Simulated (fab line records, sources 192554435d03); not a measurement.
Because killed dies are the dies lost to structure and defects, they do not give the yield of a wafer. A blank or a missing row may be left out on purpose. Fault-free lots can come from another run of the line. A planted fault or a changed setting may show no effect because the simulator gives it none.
Split-lot trial -- flow n5Finfet -- 7 lots, 21 wafers read, on a route of 1938 steps

== THE SPLIT ==
At N5_BEOL_M0_ETCH_109 (etches SiCN in CH3F/O2, target depth 8 nm, overetch 2.4 nm, time 27.4 s), the setting biasW was moved away from the recipe's 75 W on 6 of the 21 wafers read, by -15.1% to +17.2%. This setting was run at the recipe's value on the other wafers.

The reading is taken at the split's own step.

== THE READING ==
rfVppV, in V, at N5_BEOL_M0_ETCH_109 (etches SiCN in CH3F/O2, target depth 8 nm, overetch 2.4 nm, time 27.4 s). On this fab line, fault-free wafers typically give 297.5 V with a standard deviation of 1.2 V.

wafer,"tool, chamber at the split","biasW as run, W",against the recipe,"rfVppV, V",against lot-mates on the recipe
L076.1,"rieDiel-01, 2",75,recipe,298.6,-
L076.2,"rieDiel-01, 0",87.01,+16.0%,325.7,+28.1
L076.6,"rieDiel-01, 0",75,recipe,296.7,-
L082.2,"rieDiel-01, 0",75,recipe,296.8,-
L082.3,"rieDiel-01, 2",75,recipe,298.3,-
L082.4,"rieDiel-01, 1",75,recipe,297.9,-
L087.2,"rieDiel-05, 2",75,recipe,297.6,-
L087.3,"rieDiel-05, 0",75,recipe,300.2,-
L087.6,"rieDiel-05, 2",75,recipe,298.1,-
L089.2,"rieDiel-01, 1",75,recipe,299.0,-
L089.3,"rieDiel-01, 0",75,recipe,297.3,-
L089.5,"rieDiel-01, 0",87.89,+17.2%,328.0,+29.9
L092.1,"rieDiel-05, 0",84.47,+12.6%,321.9,+22.8
L092.3,"rieDiel-05, 2",75,recipe,299.3,-
L092.6,"rieDiel-05, 0",75,recipe,298.8,-
L094.1,"rieDiel-05, 2",63.71,-15.1%,270.1,-29.7
L094.3,"rieDiel-05, 3",63.71,-15.1%,267.7,-32.1
L094.4,"rieDiel-05, 0",75,recipe,299.8,-
L097.1,"rieDiel-05, 2",75,recipe,297.7,-
L097.3,"rieDiel-05, 1",66.49,-11.3%,274.2,-23.3
L097.5,"rieDiel-05, 1",75,recipe,297.3,-

FIT RESULTS
A straight line over all 21 wafers: rfVppV changes by +1.86 V for each +1% of biasW; r = +1.00; the points scatter about the line by 1.4 V.
The same after taking each lot's own level away (the mean of its wafers on the recipe; 21 wafers): +1.89 V for each +1%; r = +1.00; scatter 1.3 V.
The reading moves by 33 V for the largest change in biasW, on that fit.
Measured against the standard deviation above, the lots' own levels, which go from 297.50 to 299.80 V, span 1.9 times it.
The two slopes are in agreement: the lot-to-lot level therefore moves the slope only a little.
Check: with one of the wafers moved furthest among these (+17.2%) left out of the fit, the line predicts +32.7 V for it against its lot-mates. It came out at +29.9 V against them.
Tool readings at the split's step, against how far the setting was moved: rfVppV r = +1.00.

== ADDITIONAL SPLITS CARRIED BY THESE WAFERS ==
Note: prior to the reading, these wafers also went through further splits. Each is held against what the fit with the lots' levels taken away leaves over:
other split on the same wafers,wafers away from the commonest value,r with rfVppV (lot level and that fit taken away)
N5_BEOL_M0_SAQP_EXPOSE_37 doseMj,5,-0.07

== FILE'S OWN FIT ==
rfVppV changes by +1.86 V for each +1% of biasW, r = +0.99.
